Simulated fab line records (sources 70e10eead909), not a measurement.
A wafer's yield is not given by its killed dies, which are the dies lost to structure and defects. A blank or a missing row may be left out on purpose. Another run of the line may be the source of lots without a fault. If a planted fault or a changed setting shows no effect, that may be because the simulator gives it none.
Matching of chambers :: flow nand harc :: rie diel-06 running NHARC_A_STAIRCASE_TRIM_187: 4 sister chambers
The step chemistry O2, time 211.2 s. 8 wafers are shown with their chamber, then 7 later ones without.

== WAFERS, EACH WITH ITS CHAMBER ==
wafer: L079.3
chamber: 2
showerhead plenum p Torr (Torr): 3.81
oes product au (a.u.): 1.003

wafer: L081.2
chamber: 1
showerhead plenum p Torr (Torr): 3.43
oes product au (a.u.): 1.002

wafer: L081.4
chamber: 0
showerhead plenum p Torr (Torr): 3.36
oes product au (a.u.): 0.983

wafer: L085.2
chamber: 3
showerhead plenum p Torr (Torr): 3.35
oes product au (a.u.): 0.995

wafer: L085.3
chamber: 1
showerhead plenum p Torr (Torr): 3.43
oes product au (a.u.): 1.003

wafer: L085.4
chamber: 0
showerhead plenum p Torr (Torr): 3.35
oes product au (a.u.): 0.978

wafer: L087.1
chamber: 2
showerhead plenum p Torr (Torr): 3.79
oes product au (a.u.): 1.009

wafer: L087.3
chamber: 3
showerhead plenum p Torr (Torr): 3.35
oes product au (a.u.): 0.989

== WAFERS WITH NO CHAMBER GIVEN ==
wafer: L087.6
showerhead plenum p Torr (Torr): 3.35
oes product au (a.u.): 0.990

wafer: L088.2
showerhead plenum p Torr (Torr): 3.35
oes product au (a.u.): 1.002

wafer: L088.5
showerhead plenum p Torr (Torr): 3.43
oes product au (a.u.): 1.001

wafer: L088.6
showerhead plenum p Torr (Torr): 3.35
oes product au (a.u.): 0.981

wafer: L094.3
showerhead plenum p Torr (Torr): 3.34
oes product au (a.u.): 0.997

wafer: L094.4
showerhead plenum p Torr (Torr): 3.42
oes product au (a.u.): 1.005

wafer: L094.5
showerhead plenum p Torr (Torr): 3.34
oes product au (a.u.): 1.010

== CHAMBER TAKEN BY EACH ==
wafer: L087.6
from the rows above: 3
in truth: 3

wafer: L088.2
from the rows above: 3
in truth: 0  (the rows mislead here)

wafer: L088.5
from the rows above: 1
in truth: 1

wafer: L088.6
from the rows above: 0
in truth: 0

wafer: L094.3
from the rows above: 3
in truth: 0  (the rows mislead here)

wafer: L094.4
from the rows above: 1
in truth: 1

wafer: L094.5
from the rows above: 3
in truth: 3
Correctly placed: 5 of 7. From these rows, 0 cannot be placed. Number placed wrongly: 2.
How it was worked out, from the rows above alone: a wafer's distance from a chamber is the root of the sum, over the readings, of the square of ((its reading less the chamber's mean) divided by the reading's scatter). If the next closest chamber is less than 2 further off than the closest, the wafer can't be placed; otherwise it belongs to the closest. Each chamber's mean is taken over the wafers shown for it. The scatter: the root of (the sum of the squares of (reading less its chamber's mean) over the shown wafers, divided by (wafers less chambers)).
